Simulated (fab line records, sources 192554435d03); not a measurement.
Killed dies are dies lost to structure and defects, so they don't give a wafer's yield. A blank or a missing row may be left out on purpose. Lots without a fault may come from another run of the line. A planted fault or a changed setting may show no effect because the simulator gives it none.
Chamber matching | flow n5_finfet | N5_BEOL_M6_DEP_56 on pecvd-03: 3 sister chambers
The step deposits SiCN from 3MS/NH3, target thk 10 nm, time 17.5 s. 3 wafers are shown with their chamber, then 9 later ones without.

WAFERS WITH THEIR CHAMBER
wafer  | chamber | showerhead_plenum_p_Torr (Torr)
L497.2 | 2       | 3.648
L497.4 | 0       | 3.678
L497.6 | 1       | 3.669

WAFERS WITHOUT THEIR CHAMBER
wafer  | showerhead_plenum_p_Torr (Torr)
L496.1 | 3.659
L496.2 | 3.657
L496.3 | 3.679
L491.3 | 3.671
L491.4 | 3.665
L491.5 | 3.664
L502.1 | 3.679
L502.3 | 3.659
L502.6 | 3.653

WHICH CHAMBER EACH WENT THROUGH
wafer  | from the rows above          | in truth
L496.1 | can't be placed: 1 or 2 or 0 | 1
L496.2 | can't be placed: 2 or 1 or 0 | 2
L496.3 | can't be placed: 0 or 1      | 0
L491.3 | can't be placed: 1 or 0      | 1
L491.4 | can't be placed: 1 or 0      | 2
L491.5 | can't be placed: 1 or 0 or 2 | 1
L502.1 | can't be placed: 0 or 1      | 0
L502.3 | can't be placed: 1 or 2 or 0 | 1
L502.6 | can't be placed: 2 or 1      | 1
Placed correctly: 0 of 9. Can't be placed from these rows: 9 (the true chamber is among the candidates in 8). Placed wrongly: 0.
How it was worked out, from the rows above alone: a wafer's distance from a chamber is the root of the sum, over the readings, of the square of ((its reading less the chamber's mean) divided by the reading's scatter). The wafer belongs to the nearest chamber; if the next one is less than 2 further off, it can't be placed. A chamber's mean is the mean of its shown wafers. The scatter: with one shown wafer a chamber, the root of the mean of the squares of how far each hidden wafer lies from its nearest shown one.
